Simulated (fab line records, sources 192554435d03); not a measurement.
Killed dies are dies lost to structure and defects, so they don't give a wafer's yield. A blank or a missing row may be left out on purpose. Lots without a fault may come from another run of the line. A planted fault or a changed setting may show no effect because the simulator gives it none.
Chamber matching | flow n5_finfet | N5_BEOL_M15_DEP_53 on pecvd-02: 3 sister chambers
The step deposits SiCN from 3MS/NH3, target thk 50 nm, time 17.8 s. 6 wafers are shown with their chamber, then 8 later ones without.

WAFERS WITH THEIR CHAMBER
wafer  | chamber | throttle_valve_pct (%) | showerhead_plenum_p_Torr (Torr)
L075.2 | 2       | 16.8                   | 4.151
L083.6 | 0       | 18.3                   | 4.155
L086.1 | 1       | 17.9                   | 4.152
L086.2 | 0       | 18.1                   | 4.147
L086.3 | 2       | 16.9                   | 4.155
L087.1 | 1       | 17.7                   | 4.150

WAFERS WITHOUT THEIR CHAMBER
wafer  | throttle_valve_pct (%) | showerhead_plenum_p_Torr (Torr)
L087.2 | 17.0                   | 4.166
L087.5 | 16.9                   | 4.158
L090.1 | 17.1                   | 4.147
L090.5 | 17.0                   | 4.160
L090.6 | 17.9                   | 4.153
L091.1 | 16.9                   | 4.160
L091.2 | 17.9                   | 4.156
L091.4 | 18.1                   | 4.159

WHICH CHAMBER EACH WENT THROUGH
wafer  | from the rows above     | in truth
L087.2 | 2                       | 2
L087.5 | 2                       | 2
L090.1 | 2                       | 2
L090.5 | 2                       | 2
L090.6 | can't be placed: 1 or 0 | 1
L091.1 | 2                       | 2
L091.2 | can't be placed: 1 or 0 | 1
L091.4 | can't be placed: 0 or 1 | 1
Placed correctly: 5 of 8. Can't be placed from these rows: 3 (the true chamber is among the candidates in 3). Placed wrongly: 0.
How it was worked out, from the rows above alone: a wafer's distance from a chamber is the root of the sum, over the readings, of the square of ((its reading less the chamber's mean) divided by the reading's scatter). The wafer belongs to the nearest chamber; if the next one is less than 2 further off, it can't be placed. A chamber's mean is the mean of its shown wafers. The scatter: the root of (the sum of the squares of (reading less its chamber's mean) over the shown wafers, divided by (wafers less chambers)).
